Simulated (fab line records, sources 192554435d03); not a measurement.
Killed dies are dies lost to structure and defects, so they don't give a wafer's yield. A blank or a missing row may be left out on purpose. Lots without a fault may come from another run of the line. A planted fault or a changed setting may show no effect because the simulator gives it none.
Chamber matching | flow n5_finfet | N5_BEOL_M5_CURE_80 on uv_cure-03: 3 sister chambers
The step cures SiCOH lowk, time 120 s. 3 wafers are shown with their chamber, then 9 later ones without.

WAFERS WITH THEIR CHAMBER
wafer  | chamber | wafer_temp_C_max
L091.5 | 2       | 371.9
L090.5 | 1       | 371.0
L093.6 | 0       | 371.6

WAFERS WITHOUT THEIR CHAMBER
wafer  | wafer_temp_C_max
L094.1 | 371.3
L094.4 | 371.5
L094.5 | 371.3
L095.1 | 371.3
L095.4 | 371.4
L095.6 | 371.5
L096.3 | 372.2
L096.5 | 371.9
L096.6 | 371.8

WHICH CHAMBER EACH WENT THROUGH
wafer  | from the rows above          | in truth
L094.1 | can't be placed: 0 or 1 or 2 | 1
L094.4 | can't be placed: 0 or 2 or 1 | 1
L094.5 | can't be placed: 0 or 1 or 2 | 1
L095.1 | can't be placed: 0 or 1 or 2 | 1
L095.4 | can't be placed: 0 or 1 or 2 | 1
L095.6 | can't be placed: 0 or 2 or 1 | 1
L096.3 | can't be placed: 2 or 0      | 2
L096.5 | can't be placed: 2 or 0      | 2
L096.6 | can't be placed: 2 or 0      | 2
Placed correctly: 0 of 9. Can't be placed from these rows: 9 (the true chamber is among the candidates in 9). Placed wrongly: 0.
How it was worked out, from the rows above alone: a wafer's distance from a chamber is the root of the sum, over the readings, of the square of ((its reading less the chamber's mean) divided by the reading's scatter). The wafer belongs to the nearest chamber; if the next one is less than 2 further off, it can't be placed. A chamber's mean is the mean of its shown wafers. The scatter: with one shown wafer a chamber, the root of the mean of the squares of how far each hidden wafer lies from its nearest shown one.
